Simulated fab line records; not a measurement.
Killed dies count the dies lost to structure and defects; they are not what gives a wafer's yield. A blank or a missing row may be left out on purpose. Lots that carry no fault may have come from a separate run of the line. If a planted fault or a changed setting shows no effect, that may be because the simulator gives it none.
Matching of chambers | flow n5Finfet | N5_BEOL_M10_STRIP_36 on rieDiel-04: 4 sister chambers
The step strips in N2/H2. 4 wafers are shown with their chamber, then 7 later ones without.

WAFERS PAIRED WITH THEIR CHAMBERS
wafer  | chamber | showerheadPlenumPTorr (Torr)
L886.3 | 1       | 2.60
L889.4 | 3       | 2.44
L890.3 | 0       | 2.61
L890.4 | 2       | 2.50

WAFERS WITH NO CHAMBER GIVEN
wafer  | showerheadPlenumPTorr (Torr)
L890.5 | 2.50
L897.1 | 2.50
L897.4 | 2.50
L897.5 | 2.59
L899.3 | 2.49
L899.5 | 2.60
L899.6 | 2.59

CHAMBER TAKEN BY EACH
wafer  | from the rows above     | in truth
L890.5 | 2                       | 2
L897.1 | 2                       | 2
L897.4 | 2                       | 2
L897.5 | can't be placed: 1 or 0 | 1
L899.3 | 2                       | 2
L899.5 | can't be placed: 1 or 0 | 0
L899.6 | can't be placed: 1 or 0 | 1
Correct placement for 4 of the 7. These rows do not allow placing 3 (true chamber among the candidates in 3). Number placed wrongly: 0.
How it was worked out, from the rows above alone: a wafer's distance from a chamber is the root of the sum, over the readings, of the square of ((its reading less the chamber's mean) divided by the reading's scatter). If the next closest chamber is less than 2 further off than the closest, the wafer can't be placed; otherwise it belongs to the closest. Each chamber's mean is taken over the wafers shown for it. The scatter: root of mean squared gap, hidden wafer to nearest shown wafer, with one shown wafer a chamber.
